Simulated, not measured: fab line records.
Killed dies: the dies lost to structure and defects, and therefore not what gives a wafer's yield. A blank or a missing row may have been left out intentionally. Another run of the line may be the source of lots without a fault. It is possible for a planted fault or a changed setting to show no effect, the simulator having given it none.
Which tool did it? ; flow n5_finfet ; Sampling: 23 lots, 69 wafers, 2 of 1938 route steps

== WHAT THE GAUGES SHOWED, per wafer ==
N5_BEOL_M1_CD_MEAS_11: target cd 17.05 nm. Usual: 17.11 nm for cd_nm, sd 0.28.
lot;measured;on;cd_nm (nm);flag
L074;day 7 07:59;cd_sem-02;16.93 16.80 16.81;
L075;day 7 08:08;cd_sem-02;16.77 17.14 17.07;
L076;day 7 08:32;cd_sem-03;16.91 16.78 16.96;
L077;day 7 08:43;cd_sem-01;17.31 17.41 17.21;
L078;day 7 09:16;cd_sem-02;16.77 16.67 17.29;
L079;day 7 10:43;cd_sem-02;17.10 17.12 16.61;
L080;day 7 15:30;cd_sem-03;17.32 17.24 17.45;
L081;day 8 00:17;cd_sem-02;17.11 17.36 17.22;
L082;day 8 00:32;cd_sem-03;16.98 17.45 17.46;
L083;day 8 08:43;cd_sem-03;16.96 16.94 17.18;
L084;day 9 01:52;cd_sem-01;17.51 17.10 17.40;
L085;day 9 03:37;cd_sem-01;17.29 17.29 17.44;
L086;day 9 07:11;cd_sem-01;17.02 17.15 17.14;
L087;day 9 14:15;cd_sem-02;17.29 17.09 17.43;
L088;day 9 14:25;cd_sem-01;16.92 16.81 17.19;
L089;day 9 21:15;cd_sem-02;17.00 17.43 17.16;
L090;day 9 23:26;cd_sem-01;16.62 17.38 17.09;
L091;day 10 10:32;cd_sem-02;17.07 17.11 16.87;
L092;day 10 18:19;cd_sem-03;16.74 17.09 16.92;
L093;day 10 22:16;cd_sem-02;16.88 16.76 16.74;
L094;day 11 10:48;cd_sem-03;17.04 17.22 16.81;
L095;day 11 16:24;cd_sem-01;17.03 17.45 17.42;
L097;day 11 23:34;cd_sem-01;16.71 16.66 16.81;

== WHAT TOOL EACH LOT RAN ON (gives the tool, then ch and the chambers of the sampled wafers, and finally the start) ==
lot;N5_BEOL_M1_PECVD_72
L074;pecvd-01 ch 0,1,2, day 7 06:51
L075;pecvd-01 ch 1,2, day 7 07:04
L076;pecvd-01 ch 1,2, day 7 07:35
L077;pecvd-02 ch 0,1,2, day 7 07:50
L078;pecvd-01 ch 0,1,2, day 7 08:04
L079;pecvd-02 ch 1,2, day 7 09:55
L080;pecvd-01 ch 1,2, day 7 14:35
L081;pecvd-01 ch 0,1, day 7 22:51
L082;pecvd-02 ch 0,1,2, day 7 23:36
L083;pecvd-02 ch 0,1,2, day 8 08:01
L084;pecvd-04 ch 0,1,2, day 8 23:23
L085;pecvd-01 ch 0,1, day 9 02:35
L086;pecvd-01 ch 1,2, day 9 05:12
L087;pecvd-02 ch 0,1,2, day 9 12:04
L088;pecvd-04 ch 0,1,2, day 9 12:19
L089;pecvd-02 ch 0,1,2, day 9 18:41
L090;pecvd-04 ch 0,1,2, day 9 22:25
L091;pecvd-02 ch 1,2, day 10 07:51
L092;pecvd-04 ch 0,1,2, day 10 17:40
L093;pecvd-04 ch 0,2, day 10 21:28
L094;pecvd-01 ch 0,1,2, day 11 10:06
L095;pecvd-02 ch 0,1, day 11 15:07
L097;pecvd-02 ch 1,2, day 11 20:33
- N5_BEOL_M1_PECVD_72: deposits SiO2 from TEOS/O2, target thk 16 nm, time 18 s.

== WHAT THE TOOLS THEMSELVES READ (means of the sampled wafers that have a number; where no wafer has one, the mark that the record gives instead) ==
N5_BEOL_M1_PECVD_72. Usual: heater_power_w 716 W, standard deviation 81; rf_fwd_power_W 444.1 W, standard deviation 1.9; showerhead_plenum_p_Torr 8.76 Torr, standard deviation 0.064; throttle_valve_pct 22.1 %, standard deviation 1.5.
lot;tool;heater_power_w (W);rf_fwd_power_W (W);showerhead_plenum_p_Torr (Torr);throttle_valve_pct (%);flag
L074;pecvd-01;774;443.3;8.71;22.7;
L075;pecvd-01;697;443.5;8.68;23.8;
L076;pecvd-01;735;444.7;8.68;23.9;
L077;pecvd-02;668;444.9;8.79;21.7;
L078;pecvd-01;711;444.5;8.70;22.9;
L079;pecvd-02;685;442.2;8.81;22.2;
L080;pecvd-01;805;445.6;8.70;23.2;
L081;pecvd-01;668;442.3;8.70;23.2;
L082;pecvd-02;662;444.7;8.79;21.7;
L083;pecvd-02;689;443.2;8.79;21.6;
L084;pecvd-04;741;444.4;8.82;21.7;
L085;pecvd-01;625;443.7;8.71;22.3;
L086;pecvd-01;732;443.1;8.67;23.7;
L087;pecvd-02;688;442.9;8.79;21.6;
L088;pecvd-04;772;446.8;8.83;21.8;
L089;pecvd-02;681;443.2;8.77;21.7;
L090;pecvd-04;714;445.4;8.83;21.7;
L091;pecvd-02;599;442.3;8.82;22.1;
L092;pecvd-04;714;444.6;8.82;21.8;
L093;pecvd-04;789;445.1;8.81;22.1;
L094;pecvd-01;758;444.8;8.71;22.3;
L095;pecvd-02;713;445.6;8.80;22.8;
L097;pecvd-02;677;444.6;8.82;22.1;

== THE ANSWER, worked out from the rows above alone ==
Rule: take the mean of a lot's wafers that have a number; if it is more than 3 standard deviations from the usual mean, the lot is off. A lot without any number at a reading at which 4 lots or more have one is off too. The other lots that the step has rows for count as sound. Order of review: gauges by route order, followed by the tools' own readings, for which a lot's mean as printed above is used. The first step at which some lot is off is used, and at that step the reading that is off furthest; a lot without a number counts as furthest.
No lot is off at any reading shown: from this, nothing can be told.

== WHAT THE SIMULATOR PUT IN ==
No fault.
